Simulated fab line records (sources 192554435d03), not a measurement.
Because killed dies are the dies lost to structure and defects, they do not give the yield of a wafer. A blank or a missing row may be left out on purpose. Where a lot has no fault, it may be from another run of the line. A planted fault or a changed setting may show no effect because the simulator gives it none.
Lot-split experiment | flow n5-finfet | on a route of 1938 steps: 7 lots, 39 wafers read

== ON THE SPLIT ==
At N5_BEOL_M0_CUTY_ETCH_63 (etches SOC in N2/H2, target depth 82.7 nm, overetch 16.5 nm, time 124 s), the setting time-s was moved away from the recipe's 124 s on 15 of the 39 wafers read, by -32.0% to +47.7%. This setting was run at the recipe's value on the other wafers.

== FROM THE SPLIT TO THE READING: what the file shows between them, 2 steps ==
- N5_BEOL_M0_CUTY_STRIP_64: strips in N2/H2
- N5_BEOL_M0_ETCH_138: etches SiCN in CH3F/O2, target depth 12 nm, time 31.6 s

== THE READING ==
SiO2_of_BEOL_M0_SAQP_SPACER2_ALD_26.thk-nm (the simulator's own value, which no gauge read), in nm, at N5_BEOL_M0_HM_OPEN_105 (chemistry Cl2/BCl3, target TiN, target depth 12 nm). No usual value for it is given in the file. Average 2.8 nm, standard deviation 0.13 nm, over the 24 wafers here run with the recipe.

wafer  | tool, chamber at the split | time-s as run, s | against the recipe | SiO2_of_BEOL_M0_SAQP_SPACER2_ALD_26.thk-nm, nm | against lot-mates on the recipe
L075.1 | rie-diel-02, 2,0           | 183.2            | +47.7%             | 1.6                                            | -1.1
L075.2 | rie-diel-02, 2,0           | 183.2            | +47.7%             | 1.6                                            | -1.1
L075.4 | rie-diel-02, 1             | 183.2            | +47.7%             | 1.6                                            | -1.1
L075.3 | rie-diel-02, 1,2,0         | 124              | recipe             | 2.8                                            | -
L075.5 | rie-diel-02, 1,2,0         | 124              | recipe             | 2.8                                            | -
L075.6 | rie-diel-02, 1,2,0         | 124              | recipe             | 2.6                                            | -
L077.1 | rie-diel-05, 0,3           | 124              | recipe             | 2.6                                            | -
L077.2 | rie-diel-05, 1,3,0         | 84.27            | -32.0%             | 3.8                                            | +1.2
L077.3 | rie-diel-05, 1,3,0         | 84.27            | -32.0%             | 3.8                                            | +1.2
L077.5 | rie-diel-05, 1,3,0         | 84.27            | -32.0%             | 3.8                                            | +1.2
L077.4 | rie-diel-05, 2             | 124              | recipe             | 2.8                                            | -
L077.6 | rie-diel-05, 0,3           | 124              | recipe             | 2.4                                            | -
L079.1 | rie-diel-06, 1,0,0         | 124              | recipe             | 2.8                                            | -
L079.2 | rie-diel-06, 2,3,1         | 124              | recipe             | 2.8                                            | -
L079.3 | rie-diel-06, 2,3,1         | 124              | recipe             | 2.8                                            | -
L079.5 | rie-diel-06, 2,3,1         | 124              | recipe             | 2.8                                            | -
L079.4 | rie-diel-06, 1,0,0         | 124              | recipe             | 2.6                                            | -
L079.6 | rie-diel-06, 1,0,0         | 124              | recipe             | 2.6                                            | -
L080.1 | rie-diel-06, 0,3,2         | 124              | recipe             | 2.8                                            | -
L080.3 | rie-diel-06, 0,3,2         | 124              | recipe             | 2.8                                            | -
L080.2 | rie-diel-06, 1             | 104.3            | -15.9%             | 3.2                                            | +0.5
L080.5 | rie-diel-06, 2             | 104.3            | -15.9%             | 3.2                                            | +0.5
L080.6 | rie-diel-06, 1             | 104.3            | -15.9%             | 3.2                                            | +0.5
L080.4 | rie-diel-06, 0,3,2         | 124              | recipe             | 2.6                                            | -
L082.1 | rie-diel-02, 0,2           | 124              | recipe             | 2.8                                            | -
L082.5 | rie-diel-02, 3             | 124              | recipe             | 2.8                                            | -
L082.2 | rie-diel-02, 3,0           | 98.12            | -20.9%             | 3.6                                            | +0.7
L082.4 | rie-diel-02, 1             | 98.12            | -20.9%             | 3.6                                            | +0.7
L082.6 | rie-diel-02, 3,0           | 98.12            | -20.9%             | 3.6                                            | +0.7
L082.3 | rie-diel-02, 0,2           | 124              | recipe             | 3                                              | -
L088.1 | rie-diel-02, 1             | 124              | recipe             | 3                                              | -
L088.2 | rie-diel-02, 3,2,0         | 87.18            | -29.7%             | 3.8                                            | +0.9
L088.4 | rie-diel-02, 3,2,0         | 87.18            | -29.7%             | 3.8                                            | +0.9
L088.6 | rie-diel-02, 3,2,0         | 87.18            | -29.7%             | 3.8                                            | +0.9
L088.3 | rie-diel-02, 0             | 124              | recipe             | 2.8                                            | -
L088.5 | rie-diel-02, 1             | 124              | recipe             | 2.8                                            | -
L094.1 | rie-diel-02, 2,3           | 124              | recipe             | 2.8                                            | -
L094.2 | rie-diel-02, 2,3           | 124              | recipe             | 2.8                                            | -
L094.5 | rie-diel-02, 1             | 124              | recipe             | 2.6                                            | -
Where a row lists several chambers, the file gives one row for several wafers and doesn't say which wafer went through which chamber.

THE FIT
A straight line over all 39 wafers: SiO2_of_BEOL_M0_SAQP_SPACER2_ALD_26.thk-nm changes by -0.029 nm for each +1% of time-s; r = -0.97; the points scatter about the line by 0.14 nm.
The same after taking each lot's own level away (the mean of its wafers on the recipe; 39 wafers): -0.0287 nm for each +1%; r = -0.97; scatter 0.13 nm.
That fit puts the effect of the largest move of time-s on the reading at 1.4 nm.
Measured against the standard deviation above, the lots' own levels, which go from 2.60 to 2.87 nm, span 2.0 times it.
So the lot-to-lot level changes the slope little: the two slopes agree.
Check: -1.36 nm against its lot-mates is what the line predicts for one of the wafers moved furthest among these (+47.7%) when that wafer is left out of the fit. Against them it came out at -1.13 nm.

== THE WHOLE CHAIN: every reading that the file lists as answering this split, in the file's order ==
step                    | what it does                                                            | reading                                                                                     | change (the file's fit)                | r (the file's)
N5_BEOL_M0_CUTY_ETCH_63 | etches SOC in N2/H2, target depth 82.7 nm, overetch 16.5 nm, time 124 s | SiO2_of_BEOL_M0_SAQP_SPACER2_ALD_26.thk-nm (the simulator's own value, which no gauge read) | -0.0356 nm for each +1% of the setting | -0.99
N5_BEOL_M0_ETCH_138     | etches SiCN in CH3F/O2, target depth 12 nm, time 31.6 s                 | SiO2_of_BEOL_M0_SAQP_SPACER2_ALD_26.thk-nm (the simulator's own value, which no gauge read) | -0.0344 nm for each +1% of the setting | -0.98
N5_BEOL_M0_HM_OPEN_105  | chemistry Cl2/BCl3, target TiN, target depth 12 nm                      | SiO2_of_BEOL_M0_SAQP_SPACER2_ALD_26.thk-nm (the simulator's own value, which no gauge read) | -0.0293 nm for each +1% of the setting | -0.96

== THE FILE'S OWN FIT ==
SiO2_of_BEOL_M0_SAQP_SPACER2_ALD_26.thk-nm changes by -0.0293 nm for each +1% of time-s, r = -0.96.
